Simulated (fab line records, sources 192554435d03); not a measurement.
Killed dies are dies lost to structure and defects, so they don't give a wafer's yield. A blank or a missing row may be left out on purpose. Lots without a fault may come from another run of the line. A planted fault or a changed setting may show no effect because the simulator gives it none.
Split-lot experiment | flow n5_finfet | 7 lots, 21 wafers read, on a route of 1938 steps

THE SPLIT
At N5_BEOL_M9_EXPOSE_08 (exposes mask M9), the setting dose_mj was moved away from the recipe's 53.75 on 8 of the 21 wafers read, by -6.8% to +5.7%. The other wafers ran this setting at the recipe's value.

FROM THE SPLIT TO THE READING: what the file shows between them, 10 steps
- N5_BEOL_M9_PEB_09: peb time 60 s
- N5_BEOL_M9_DEVELOP_10: develop time 30 s
- N5_BEOL_M9_CD_MEAS_11: target cd 64.1 nm
- N5_BEOL_M9_DESCUM_16: chemistry O2, time 7.9 s
- N5_BEOL_M9_ETCH_61: etches SiARC in CF4, target depth 39 nm, time 65 s
- N5_BEOL_M9_ETCH_62: etches SOC in N2/H2, target depth 110 nm, overetch 22 nm, time 165 s
- N5_BEOL_M9_STRIP_68: strips in N2/H2
- N5_BEOL_M9_STRIP_67: strips in CF4
- N5_BEOL_M9_HM_OPEN_17: chemistry Cl2/BCl3, target TiN, target depth 20 nm, overetch 6 nm
- N5_BEOL_M9_STRIP_19: strips in O2

THE READING
cd_nm, in nm, at N5_BEOL_M9_CD_MEAS_18 (pitch 140 nm, target cd 70 nm). Fault-free wafers of this fab line usually give 69.8 nm, standard deviation 0.49 nm.

wafer  | tool, chamber at the split | dose_mj as run | against the recipe | cd_nm, nm | against lot-mates on the recipe
L080.1 | arfi_scanner-02, 0         | 53.75          | recipe             | 69.8      | -
L080.3 | arfi_scanner-02, 0         | 56.81          | +5.7%              | 72.5      | +2.7
L080.5 | arfi_scanner-02, 0         | 56.81          | +5.7%              | 73.2      | +3.4
L083.4 | arfi_scanner-02, 0         | 53.75          | recipe             | 70.4      | -
L083.5 | arfi_scanner-02, 0         | 53.75          | recipe             | 69.9      | -
L083.6 | arfi_scanner-02, 0         | 53.75          | recipe             | 70.0      | -
L086.4 | arfi_scanner-02, 0         | 53.75          | recipe             | 69.6      | -
L086.5 | arfi_scanner-02, 0         | 53.75          | recipe             | 69.4      | -
L086.6 | arfi_scanner-02, 0         | 53.75          | recipe             | 70.4      | -
L090.2 | arfi_scanner-02, 0         | 53.75          | recipe             | 69.4      | -
L090.3 | arfi_scanner-02, 0         | 50.22          | -6.6%              | 66.3      | -3.1
L090.4 | arfi_scanner-02, 0         | 50.22          | -6.6%              | 65.7      | -3.7
L093.1 | arfi_scanner-02, 0         | 53.75          | recipe             | 69.2      | -
L093.2 | arfi_scanner-02, 0         | 55.99          | +4.2%              | 72.0      | +2.7
L093.5 | arfi_scanner-02, 0         | 53.75          | recipe             | 69.5      | -
L096.1 | arfi_scanner-01, 0         | 54.82          | +2.0%              | 69.9      | +0.4
L096.2 | arfi_scanner-01, 0         | 53.75          | recipe             | 69.5      | -
L096.3 | arfi_scanner-01, 0         | 54.82          | +2.0%              | 70.3      | +0.8
L097.3 | arfi_scanner-01, 0         | 53.75          | recipe             | 69.8      | -
L097.4 | arfi_scanner-01, 0         | 50.08          | -6.8%              | 65.9      | -3.7
L097.5 | arfi_scanner-01, 0         | 53.75          | recipe             | 69.4      | -

THE FIT
A straight line over all 21 wafers: cd_nm changes by +0.545 nm for each +1% of dose_mj; r = +0.98; the points scatter about the line by 0.41 nm.
The same after taking each lot's own level away (the mean of its wafers on the recipe; 21 wafers): +0.529 nm for each +1%; r = +0.98; scatter 0.32 nm.
On that fit, the largest move of dose_mj shifts the reading by 3.6 nm.
The lots' own levels span 69.35 to 70.10 nm, that is 1.5 times the standard deviation above.
So the lot-to-lot level changes the slope little: the two slopes agree.
Check: with one of the wafers moved furthest among these (-6.8%) left out of the fit, the line predicts -3.61 nm for it against its lot-mates. It came out at -3.7 nm against them.

OTHER SPLITS ON THESE WAFERS
These wafers also went through other splits before the reading. Each is held against what the fit with the lots' levels taken away leaves over:
other split on the same wafers    | wafers away from the commonest value | r with cd_nm (lot level and that fit taken away)
N5_BEOL_M7_TRENCH_ETCH_37 time_s  | 4                                    | -0.11
N5_BEOL_M8_COAT_22 spin_rpm       | 7                                    | -0.03
N5_BEOL_M9_HM_DEP_02 target_thk_a | 3                                    | +0.07

THE WHOLE CHAIN: every reading that the file lists as answering this split, in the file's order
step                  | what it does                                                         | reading                                                               | change (the file's fit)               | r (the file's)
N5_BEOL_M9_CD_MEAS_11 | target cd 64.1 nm                                                    | cd_nm                                                                 | +0.557 nm for each +1% of the setting | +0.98
N5_BEOL_M9_ETCH_61    | etches SiARC in CF4, target depth 39 nm, time 65 s                   | BEOL_M9.cd_offset_nm (the simulator's own value, which no gauge read) | +0.519 nm for each +1% of the setting | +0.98
N5_BEOL_M9_ETCH_62    | etches SOC in N2/H2, target depth 110 nm, overetch 22 nm, time 165 s | BEOL_M9.cd_offset_nm (the simulator's own value, which no gauge read) | +0.53 nm for each +1% of the setting  | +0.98
N5_BEOL_M9_CD_MEAS_18 | pitch 140 nm, target cd 70 nm                                        | cd_nm                                                                 | +0.537 nm for each +1% of the setting | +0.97

THE FILE'S OWN FIT
cd_nm changes by +0.537 nm for each +1% of dose_mj, r = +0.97.
